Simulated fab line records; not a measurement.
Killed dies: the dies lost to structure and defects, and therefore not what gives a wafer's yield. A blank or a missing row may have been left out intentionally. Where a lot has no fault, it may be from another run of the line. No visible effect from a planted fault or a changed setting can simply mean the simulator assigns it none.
fab line records	flow nand_harc
record: lots: 14	wafers: 42	last_day: 24
route steps=1159 shown A_STAIRCASE@668
lots untouched by any fault: they come from a run of this same line in which no faults occurred
start_h: hours from the record's opening day to when the first of the lot's shown wafers began	wait_h: hours since the lot's step before	" same as the row above	L1.1+2: a single row standing in for several wafers	- value missing, or start not given	* or withheld: withheld	< > ~ a bound
route shown NAME@n: a module of which the file shows steps, and the number in the route of the first	usual: mean/standard deviation taken from wafers without a fault	same: alike in all rows	chamber/n: place in a boat	sites: per-site readings	_std_site: standard deviation of those values	_edge_site: the outer-site mean with the inner-site mean subtracted	radius_mm: for every site, how far away it sits from the centre of the wafer	mask NAME#n: copy n	behind: the tool/chamber that last shaped the wafer	hold: cause of the lot's hold/its duration in hours/its outcome	device: transistor that didn't switch, given as n, p or np	end of line: at the end of the route, the tests of the same wafers	a step without rows: its recipe alone	killed: at the first sort, the dies lost to defects and structure; wafer yield is something else	map: a wafer's dies, marking killed ones x, the rest . and places with no die _
set.NAME: the setting that was run; set.NAME@STEP: the one run at that earlier step	model.NAME: the simulator's own value behind a step, which no gauge read
steps of the route over a sample of lots; a table a step, a row a wafer
services: the hour from which a tool's chamber was out of use, counted from the record's first day as start_h (under 0 if before that day), plus the number of hours and why
== steps ==
step: NHARC_A_STAIRCASE_ETCH_452
recipe: target_depth_a: 300	overetch_a: 30	time_s: 16.5	ion_energy_ev: 100	cf4_flow_sccm: 80	o2_flow_sccm: 20	ar_flow_sccm: 0	rf_w: 300	bias_w: 100	chemistry: CF4/O2
usual: bias_w: 100.0/0.31	drypump_motor_current_A: 5.6/0.49	oes_f_703_au: 1.000/0.0046	oes_o_777_au: 1.000/0.0048	oes_product_au: 0.993/0.0084	rf_fwd_power_W: 293.1/1	rf_vpp_V: 197.8/1.2	showerhead_plenum_p_Torr: 1.33/0.047	throttle_valve_pct: 13.397/0.0091
same: time_s: 16.5
lot.wafer	tool	chamber	start_h	wait_h	bias_w	drypump_motor_current_A	oes_f_703_au	oes_o_777_au	oes_product_au	rf_fwd_power_W	rf_hours_counter_h	rf_vpp_V	showerhead_plenum_p_Torr	throttle_valve_pct
L759.3	rie_diel-02	2	-	-	100.1	6.2	1.008	1.001	0.991	294.8	40	200.1	1.40	13.387
L759.4	"	0	"	"	99.8	5.6	1.005	1.001	0.997	291.6	37	198.2	1.41	13.402
L759.5	"	3	"	"	99.8	4.9	0.999	0.996	1.006	292.1	-	198.9	1.33	13.396
L758.2	rie_diel-05	3	-	-	100.2	5.0	0.993	1.008	0.985	292.2	31	198.3	1.37	13.399
L758.6	"	2	"	"	99.8	5.6	0.999	0.988	0.986	293.8	-	197.8	1.33	13.396
L758.5	"	3	"	"	99.6	5.0	1.005	1.002	0.989	291.9	-	200.3	1.37	13.408
L761.4	rie_diel-04	2	-	-	100.0	5.1	0.994	0.992	1.006	294.4	56	197.5	1.34	13.401
L761.1	"	3	"	"	99.9	5.7	1.001	1.004	1.015	294.3	55	198.3	1.38	13.402
L761.3	"	0	"	"	100.2	5.4	0.999	0.992	1.006	292.2	53	196.2	1.30	13.397
L760.2	rie_diel-05	1	-	-	100.3	6.4	0.995	1.003	0.986	293.3	33	196.5	1.28	13.407
L760.1	"	0	"	"	99.4	5.3	1.002	0.999	0.996	292.4	34	196.0	1.29	13.394
L760.5	"	2	"	"	99.6	5.7	0.997	0.993	0.985	291.3	-	197.8	1.33	13.395
L764.3	rie_diel-05	0	-	-	100.2	5.3	1.001	0.999	0.987	293.3	42	196.4	1.29	13.399
L764.4	"	2	"	"	99.6	5.6	0.998	0.996	0.989	292.2	39	196.4	1.33	13.396
L764.5	"	1	"	"	99.5	6.5	1.007	0.998	0.991	291.9	-	196.0	1.28	13.401
L763.2	rie_diel-02	0	-	-	100.7	5.6	1.002	0.990	0.997	293.3	52	199.1	1.41	13.388
L763.5	"	3	"	"	100.3	4.9	1.001	1.007	0.994	293.5	-	198.4	1.32	13.386
L763.6	"	0	"	"	100.3	5.6	0.993	0.997	0.991	294.5	-	200.0	1.41	13.407
L762.3	rie_diel-05	2	-	-	100.1	5.7	0.995	1.005	0.986	290.6	40	196.8	1.33	13.390
L762.1	"	3	"	"	99.7	5.0	1.000	1.004	0.991	291.9	41	198.9	1.37	13.392
L762.2	"	0	"	"	100.1	5.3	1.003	0.999	0.990	292.9	43	196.8	1.29	13.393
L765.1	rie_diel-04	2	-	-	100.5	5.1	0.999	1.002	1.002	293.4	6	197.7	1.34	13.395
L765.4	"	0	"	"	100.2	5.4	1.000	1.001	0.989	293.3	5	196.4	1.29	13.389
L765.5	"	2	"	"	100.1	5.1	0.996	1.008	1.009	293.5	-	198.0	1.34	13.394
L777.1	rie_diel-05	0	-	-	99.9	5.2	1.006	0.997	0.986	293.7	5	197.7	1.28	13.401
L777.2	"	2	"	"	99.7	5.6	0.998	0.999	0.986	292.8	3	198.2	1.33	13.383
L777.6	"	0	"	"	99.8	5.2	1.004	1.001	0.993	293.2	-	197.4	1.28	13.396
L776.3	rie_diel-05	3	-	-	100.0	5.0	1.004	0.996	0.992	291.6	7	198.1	1.36	13.389
L776.1	"	0	"	"	99.7	5.2	0.999	0.993	0.990	292.8	7	196.6	1.28	13.393
L776.6	"	2	"	"	99.9	5.6	1.004	0.998	1.000	292.0	-	196.5	1.32	13.389
L779.3	rie_diel-02	2	-	-	100.9	6.2	1.002	0.999	0.991	295.1	19	200.0	1.39	13.401
L779.2	"	3	"	"	100.2	4.9	1.005	0.994	1.000	294.0	16	196.4	1.32	13.394
L779.6	"	0	"	"	100.5	5.6	1.005	0.991	0.973	292.1	-	198.7	1.40	13.384
L778.4	rie_diel-05	2	-	-	99.6	5.6	1.004	0.998	0.982	293.8	10	198.3	1.32	13.413
L778.1	"	3	"	"	99.8	5.0	0.993	1.005	0.975	292.7	11	198.5	1.36	13.399
L778.5	"	0	"	"	99.7	5.3	0.995	0.989	0.980	293.2	-	197.0	1.28	13.389
L780.3	rie_diel-02	2	-	-	100.3	6.2	1.001	0.998	1.000	293.7	22	198.2	1.39	13.393
L780.4	"	3	"	"	99.5	4.9	1.006	0.994	1.005	290.8	19	197.8	1.32	13.400
L780.2	"	0	"	"	99.6	5.6	1.003	1.000	0.999	292.6	23	198.8	1.40	13.421
L781.1	rie_diel-04	2	-	-	99.8	5.1	0.997	0.995	1.000	295.1	34	197.3	1.34	13.403
L781.4	"	3	"	"	100.1	5.7	0.996	0.998	1.006	292.9	33	198.8	1.37	13.385
L781.2	"	0	"	"	99.9	5.4	1.000	1.005	0.988	292.5	33	195.9	1.29	13.397
step: NHARC_A_STAIRCASE_ETCH_294
recipe: target_depth_a: 49920	time_s: 1212.4	ion_energy_ev: 800	c4f8_flow_sccm: 80	o2_flow_sccm: 60	ar_flow_sccm: withheld	rf_w: 600	bias_w: 3000	chemistry: C4F8/O2/Ar
usual: bias_w: 3000/8.9	oes_product_au: 0.929/0.01	rf_fwd_power_W: 599.5/1.8	rf_vpp_V: 1826/8.8
same: time_s: 1212.4
lot.wafer	tool	chamber	start_h	wait_h	bias_w	oes_product_au	rf_fwd_power_W	rf_hours_counter_h	rf_vpp_V
L759.4	rie_diel-02	2	-	-	3008	0.932	599.4	40	1839
L759.3	"	0	"	"	3003	0.948	598.9	37	1843
L759.5	"	1	"	"	2991	0.944	597.6	-	1824
L758.2	rie_diel-05	3	-	-	3021	0.928	598.6	31	1834
L758.5	"	0	"	"	2999	0.937	599.0	-	1819
L758.6	"	1	"	"	3001	0.914	602.1	-	1816
L761.4	rie_diel-04	1	-	-	3009	0.929	601.6	52	1843
L761.1	"	2	"	"	3008	0.941	598.5	56	1830
L761.3	"	3	"	"	2994	0.940	600.3	55	1834
L760.1	rie_diel-05	1	-	-	2999	0.943	601.1	33	1816
L760.2	"	2	"	"	3001	0.948	599.2	32	1827
L760.5	"	1	"	"	3007	0.930	597.5	-	1816
L764.3	rie_diel-05	0	-	-	3005	0.922	598.7	42	1817
L764.4	"	3	"	"	3005	0.918	600.2	40	1833
L764.5	"	0	"	"	2995	0.925	596.6	-	1818
L763.2	rie_diel-02	0	-	-	3000	0.930	599.4	52	1841
L763.5	"	0	"	"	2997	0.928	601.3	-	1841
L763.6	"	1	"	"	2999	0.917	596.7	-	1824
L762.1	rie_diel-05	1	-	-	3022	0.920	596.7	42	1817
L762.3	"	2	"	"	3006	0.907	598.7	40	1825
L762.2	"	0	"	"	2989	0.922	602.4	43	1817
L765.1	rie_diel-04	0	-	-	3002	0.938	601.5	5	1821
L765.4	"	1	"	"	3018	0.944	600.4	5	1843
L765.5	"	0	"	"	2992	0.934	598.4	-	1820
L777.2	rie_diel-05	2	-	-	3007	0.932	599.6	4	1825
L777.1	"	1	"	"	3001	0.927	601.9	5	1817
L777.6	"	2	"	"	2997	0.933	598.2	-	1825
L776.3	rie_diel-05	2	-	-	2991	0.926	600.1	6	1824
L776.1	"	3	"	"	2995	0.943	597.0	7	1832
L776.6	"	0	"	"	2986	0.951	598.9	-	1817
L779.3	rie_diel-02	3	-	-	2986	0.930	597.7	16	1822
L779.2	"	2	"	"	2985	0.920	598.0	20	1837
L779.6	"	3	"	"	3004	0.939	600.8	-	1822
L778.1	rie_diel-05	1	-	-	2999	0.919	595.0	12	1814
L778.4	"	3	"	"	2994	0.921	599.3	11	1832
L778.5	"	2	"	"	2987	0.929	598.8	-	1824
L780.4	rie_diel-02	1	-	-	3006	0.920	600.9	22	1823
L780.3	"	2	"	"	3000	0.929	601.2	22	1835
L780.2	"	3	"	"	2990	0.934	597.3	19	1823
L781.1	rie_diel-04	3	-	-	3012	0.932	597.2	33	1832
L781.4	"	0	"	"	3004	0.923	598.9	33	1819
L781.2	"	1	"	"	3010	0.944	599.2	33	1844
step: NHARC_A_STAIRCASE_DEP_417
recipe: target_thk_a: 600	step_coverage_pct: 20	temp_c: 400	target_thk_nm: 60	flow_sccm: 200	rf_w: 450	material: Si3N4
usual: heater_power_w: 727/86	rf_fwd_power_W: 448.6/1.5	susceptor_temp_C: 400.02/0.22
lot.wafer	tool	chamber	start_h	wait_h	heater_power_w	rf_fwd_power_W	susceptor_temp_C
L759.3	pecvd-02	2	262.64	-	934	451.5	399.86
L759.5	"	2	"	"	935	449.9	399.97
L759.4	"	0	"	"	655	448.2	400.36
L758.2	pecvd-02	2	267.51	-	905	449.5	399.88
L758.5	"	2	"	"	919	448.8	399.75
L758.6	"	1	"	"	752	447.5	399.89
L760.2	pecvd-02	1	277.92	-	701	446.8	399.76
L760.1	"	0	"	"	698	448.8	400.18
L760.5	"	2	"	"	944	450.3	399.76
L761.1	pecvd-04	1	279.31	-	620	448.0	399.99
L761.3	"	1	"	"	629	448.8	400.45
L761.4	"	0	"	"	745	451.2	399.63
L764.3	pecvd-01	2	306.70	-	623	448.6	400.25
L764.4	"	1	"	"	786	447.0	400.06
L764.5	"	0	"	"	717	449.3	399.89
L763.2	pecvd-01	0	309.68	-	751	446.4	400.07
L763.5	"	2	"	"	599	447.0	400.24
L763.6	"	0	"	"	612	448.1	400.09
L762.2	pecvd-04	2	310.53	-	751	453.2	400.31
L762.3	"	0	"	"	706	447.2	399.85
L762.1	"	1	"	"	662	448.8	400.14
L765.1	pecvd-02	2	322.51	-	931	448.5	400.38
L765.5	"	2	"	"	956	448.0	400.74
L765.4	"	1	"	"	678	450.4	399.98
L777.2	pecvd-04	0	370.71	-	790	448.8	399.80
L777.1	"	2	"	"	692	449.0	399.61
L777.6	"	1	"	"	642	451.4	400.04
L776.1	pecvd-01	0	381.47	-	735	445.7	400.11
L776.3	"	1	"	"	758	448.6	400.40
L776.6	"	2	"	"	631	448.2	399.91
L779.3	pecvd-02	0	387.51	-	735	449.2	399.97
L779.2	"	1	"	"	579	450.2	400.25
L779.6	"	0	"	"	725	447.7	400.24
L778.1	pecvd-04	1	389.47	-	667	450.4	399.81
L778.4	"	0	"	"	694	450.1	400.20
L778.5	"	1	"	"	687	450.2	399.68
L780.3	pecvd-01	1	392.06	-	773	449.5	399.89
L780.2	"	2	"	"	701	446.1	400.10
L780.4	"	0	"	"	743	450.0	400.16
L781.2	pecvd-01	0	403.90	-	752	449.5	399.93
L781.1	"	1	"	"	774	446.3	399.96
L781.4	"	1	"	"	780	447.2	400.00
step: NHARC_A_STAIRCASE_CVD_552
recipe: target_thk_a: 400	temp_c: 700	pressure_mtorr: 300	material: SiNx
usual: spike_tc_top_C: 715.2/1.7	susceptor_temp_C: 700.0/0.34
lot.wafer	tool	chamber	start_h	wait_h	spike_tc_top_C	susceptor_temp_C
L759.3	lpcvd-01	0	271.11	-	715.8	700.1
L759.4	"	0	"	"	713.8	700.3
L759.5	"	0	"	"	714.3	700.7
L758.2	lpcvd-01	0	276.62	-	715.7	700.1
L758.5	"	0	"	"	712.8	700.1
L758.6	"	0	"	"	716.4	700.1
L760.1	lpcvd-01	1	286.37	-	713.9	699.8
L760.2	"	1	"	"	713.5	700.0
L760.5	"	1	"	"	715.3	700.0
L761.1	lpcvd-01	1	286.37	-	713.5	699.7
L761.3	"	1	"	"	713.3	700.2
L761.4	"	1	"	"	714.0	700.4
L762.1	lpcvd-02	0	317.78	-	718.2	700.2
L762.2	"	0	"	"	714.9	700.6
L762.3	"	0	"	"	716.8	699.9
L763.2	lpcvd-02	1	317.78	-	715.9	699.9
L763.5	"	1	"	"	716.6	700.1
L763.6	"	1	"	"	716.5	700.3
L764.3	lpcvd-02	1	317.78	-	719.1	700.3
L764.4	"	1	"	"	716.0	700.3
L764.5	"	1	"	"	715.6	700.2
L764.3	lpcvd-02	1	324.18	3.2	717.2	700.3
L764.4	"	1	"	"	717.6	700.7
L764.5	"	1	"	"	717.2	700.5
L765.1	lpcvd-02	1	329.57	-	717.9	699.7
L765.4	"	1	"	"	715.8	699.5
L765.5	"	1	"	"	714.7	699.7
L765.1	lpcvd-01	1	340.00	7.2	712.4	700.1
L765.4	"	1	"	"	712.5	699.4
L765.5	"	1	"	"	712.5	700.3
L777.1	lpcvd-02	0	380.00	-	716.2	700.3
L777.2	"	0	"	"	715.7	699.2
L777.6	"	0	"	"	717.8	699.8
L776.1	lpcvd-01	0	391.01	-	714.6	700.2
L776.3	"	0	"	"	714.7	699.9
L776.6	"	0	"	"	715.3	700.4
L778.1	lpcvd-01	1	395.96	-	712.9	700.2
L778.4	"	1	"	"	712.8	700.1
L778.5	"	1	"	"	715.0	700.4
L779.2	lpcvd-01	1	395.96	-	710.8	700.8
L779.3	"	1	"	"	715.2	700.1
L779.6	"	1	"	"	714.2	700.6
L780.2	lpcvd-01	0	400.50	-	717.1	700.0
L780.3	"	0	"	"	714.8	699.8
L780.4	"	0	"	"	716.8	699.8
L781.1	lpcvd-02	1	412.37	-	715.9	699.3
L781.2	"	1	"	"	716.9	699.6
L781.4	"	1	"	"	716.8	699.5
== services ==
tool	chamber	start_h	hours	kind
pecvd-02	-	233.64	2.6	repair
pecvd-01	-	237.31	13.0	pm
rie_diel-05	0	246.36	-	clean
rie_diel-05	1	246.36	-	clean
rie_diel-05	2	246.36	-	clean
rie_diel-05	3	246.36	-	clean
pecvd-01	-	265.32	1.4	repair
rie_diel-02	-	268.13	0.7	repair
pecvd-04	2	269.94	18.9	repair
rie_diel-05	0	270.88	-	clean
rie_diel-05	1	270.88	-	clean
rie_diel-05	2	270.88	-	clean
rie_diel-05	3	270.88	-	clean
rie_diel-02	-	281.04	0.8	repair
rie_diel-04	-	289.09	9.0	pm
rie_diel-05	0	295.40	-	clean
pecvd-04	-	305.82	1.3	repair
lpcvd-01	-	314.00	26.0	pm
rie_diel-04	-	314.14	16.1	repair
rie_diel-02	-	328.27	9.0	pm
pecvd-02	-	334.16	13.0	pm
rie_diel-05	-	340.68	9.0	pm
rie_diel-02	3	366.58	10.0	repair
pecvd-04	-	376.25	13.0	pm
== key ==
first_sign: step: NHARC_A_STAIRCASE_CVD_552	reading: visit	direction: added
effect none on later readings
met_at NHARC_A_STAIRCASE_CVD_552
struck_lots L764,L765
later_rows_left_out L764.3,L764.4,L764.5,L765.1,L765.4,L765.5
sort_left_out L764.3,L764.4,L764.5,L765.1,L765.4,L765.5
tester_left_out L764,L765
not_acting_at NHARC_A_STAIRCASE_ETCH_452,NHARC_A_STAIRCASE_ETCH_294,NHARC_A_STAIRCASE_DEP_417
fault: kind: repeated_step_whole	tool: lpcvd-01,lpcvd-02	chamber: -	onset_h: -	steps: NHARC_A_STAIRCASE_CVD_552	times: 1	scope: struck_lots_only
tester_left_out: of these lots the tester's yield and bins aren't shown, on N5 and GAA mostly nor the transistor test; their killed dies are dies lost to structure and defects alone, not to doping, threshold or leakage, so they don't give the yield
sort_left_out: the simulated sort isn't trusted on such a fault, so these wafers' sort isn't shown, and their yield isn't known
later_rows_left_out: the simulator's readings of these wafers behind a module that went badly wrong aren't trusted and aren't shown, but for the sort
